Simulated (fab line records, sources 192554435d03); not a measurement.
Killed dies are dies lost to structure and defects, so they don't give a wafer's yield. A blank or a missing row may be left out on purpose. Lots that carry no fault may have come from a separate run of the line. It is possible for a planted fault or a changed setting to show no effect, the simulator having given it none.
A lot that was struck, set against a sound lot | flow n5 finfet | 35 out of 1938 route steps
Sound: the wafers L285.1, L285.4, L285.5. Struck: wafer L299.2. (L299.1, L299.4 of the same lot were not struck and are left out.) The cause comes at the end.
Per side, at each step with rows, come the tool, then ch with its chambers, and then its first start. Under that, the readings that differ: sound wafers | struck wafers | difference of the means | sigmas: that difference in standard deviations of wafers without a fault.
alike: readings with means less than 2 such deviations apart, plus words and numbers identical on both sides. not compared: withheld readings, readings lacking a value on some wafer, bounds such as >300 that could conceal the same value, and numbers that have no deviation in the record and whose values overlap.
Wherever a step has rows on one side only, a row that says differs or no value, or a row with sigmas, the two part there. Numbers that don't overlap but have no deviation are shown without sigmas and don't part them. A reading that every wafer of one side lacks parts them only if that side has two wafers or more.

first, 11 steps without rows for these wafers: N5_BEOL_M15_STRIP_36 (strips in O2); N5_BEOL_M15_STRIP_62 (strips in O2); N5_BEOL_M15_STRIP_37 (strips in O2); N5_BEOL_M15_ETCH_38 (etches SiCN in CF4/N2, target depth 106.4 nm, time 120.5 s); N5_BEOL_M15_PRECLEAN_39 (cleans in residue remover, time 60 s); N5_BEOL_M15_SRD_40 (time 30 s, dry time 30 s); N5_BEOL_M15_DEGAS_41 (time 60 s); N5_BEOL_M15_PRE_CLEAN_42 (time 30 s); N5_BEOL_M15_SPUTTER_43 (material TaN, target thk 15 nm, time 24.19 s); N5_BEOL_M15_SPUTTER_44 (material Ta, target thk 15 nm, time 24.19 s); N5_BEOL_M15_SPUTTER_45 (material Cu, target thk 100 nm, time 16.67 s).
N5_BEOL_M15_ECD_47: material Cu, target thk 1860 nm.
  sound on ecd cu-02 ch 0,1, day 12 07:40; struck on ecd cu-01 ch 0,1, day 16 11:55
then, 22 steps without rows for these wafers: N5_BEOL_M15_ANNEAL_48 (time 90 s); N5_BEOL_M15_CMP_49 (polishes, stops on SiO2, t overpolish 4.9 s, target thk 850 nm); N5_BEOL_M15_PRE_CLEAN_52 (time 15 s); N5_BEOL_M15_DEP_53 (deposits SiCN from 3MS/NH3, target thk 50 nm, time 17.8 s); N5_PASSIVATION_PECVD_00 (deposits SiO2 from SiH4/N2O, target thk 200 nm, time 11.2 s); N5_MIM_BOT_DEGAS_01 (time 60 s); N5_MIM_BOT_SPUTTER_00 (material TiN, target thk 35 nm, time 89.7 s); N5_MIM_TOP_ALD_00 (deposits Al2O3, purge time 3 s, co reactant pulse time 3 s); N5_MIM_TOP_ALD_01 (deposits HfO2, target thk 5.6 nm, pulse time 1 s, purge time 3 s); N5_MIM_TOP_ALD_02 (deposits Al2O3, purge time 3 s, co reactant pulse time 3 s); N5_MIM_TOP_DEGAS_04 (time 60 s); N5_MIM_TOP_SPUTTER_03 (material TiN, target thk 35 nm, time 89.7 s); N5_MIM_TOP_LITHO_HMDS_01 (time 60 s); N5_MIM_TOP_LITHO_COAT_02; N5_MIM_TOP_LITHO_EBR_04; N5_MIM_TOP_LITHO_SOFTBAKE_03 (time 90 s); N5_MIM_TOP_LITHO_EXPOSE_05 (exposes mask MIM TOP, target cd 2000 nm); N5_MIM_TOP_LITHO_PEB_06; N5_MIM_TOP_LITHO_DEVELOP_07 (develop time 60 s); N5_MIM_TOP_LITHO_HARDBAKE_09 (time 120 s); N5_MIM_TOP_LITHO_DESCUM_10 (chemistry O2, time 7.9 s); N5_MIM_TOP_ETCH_ETCH_00 (etches TiN in Cl2/BCl3, target depth 38.5 nm).
N5_PASSIVATION_PROBE_49:
  only the struck wafers here have rows in the record (prober-01, day 17 06:48); the sound ones have none

WHERE THEY PART
At N5_PASSIVATION_PROBE_49 and nowhere else, as far as this record goes.

WHY: what the simulator had put in
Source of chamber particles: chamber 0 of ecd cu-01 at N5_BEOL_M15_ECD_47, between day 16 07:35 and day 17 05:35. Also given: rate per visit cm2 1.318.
